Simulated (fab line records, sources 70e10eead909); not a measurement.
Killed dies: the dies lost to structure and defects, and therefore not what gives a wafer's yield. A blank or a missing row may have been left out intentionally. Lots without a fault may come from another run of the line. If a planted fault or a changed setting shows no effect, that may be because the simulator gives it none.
Matching of chambers | flow nand_harc | 3 sister chambers for NHARC_A_M1_PRE_CLEAN_32 on pecvd-04
The step time 12 s. 6 wafers are shown with their chamber, then 7 later ones without.

EACH WAFER AND ITS CHAMBER
wafer  | chamber | heater_power_w (W)
L822.1 | 0       | 582
L827.2 | 2       | 675
L827.4 | 0       | 551
L827.5 | 1       | 616
L828.1 | 1       | 628
L828.2 | 2       | 713

WAFERS WITHOUT THEIR CHAMBER
wafer  | heater_power_w (W)
L828.3 | 582
L829.1 | 701
L829.2 | 614
L829.3 | 574
L833.1 | 740
L833.4 | 645
L833.6 | 501

WHICH CHAMBER EACH ONE RAN IN
wafer  | from the rows above     | in truth
L828.3 | can't be placed: 0 or 1 | 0
L829.1 | 2                       | 2
L829.2 | can't be placed: 1 or 0 | 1
L829.3 | can't be placed: 0 or 1 | 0
L833.1 | 2                       | 2
L833.4 | can't be placed: 1 or 2 | 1
L833.6 | 0                       | 0
3 of 7 placed correctly. These rows do not allow placing 4 (true chamber among the candidates in 4). Placed wrongly: 0.
How it was worked out, from the rows above alone: a wafer's distance from a chamber is the root of the sum, over the readings, of the square of ((its reading less the chamber's mean) divided by the reading's scatter). If the next closest chamber is less than 2 further off than the closest, the wafer can't be placed; otherwise it belongs to the closest. A chamber's mean is the mean of its shown wafers. The scatter is the square root of a quotient: the sum, over the shown wafers, of each reading's squared deviation from its chamber's mean, divided by wafers minus chambers.
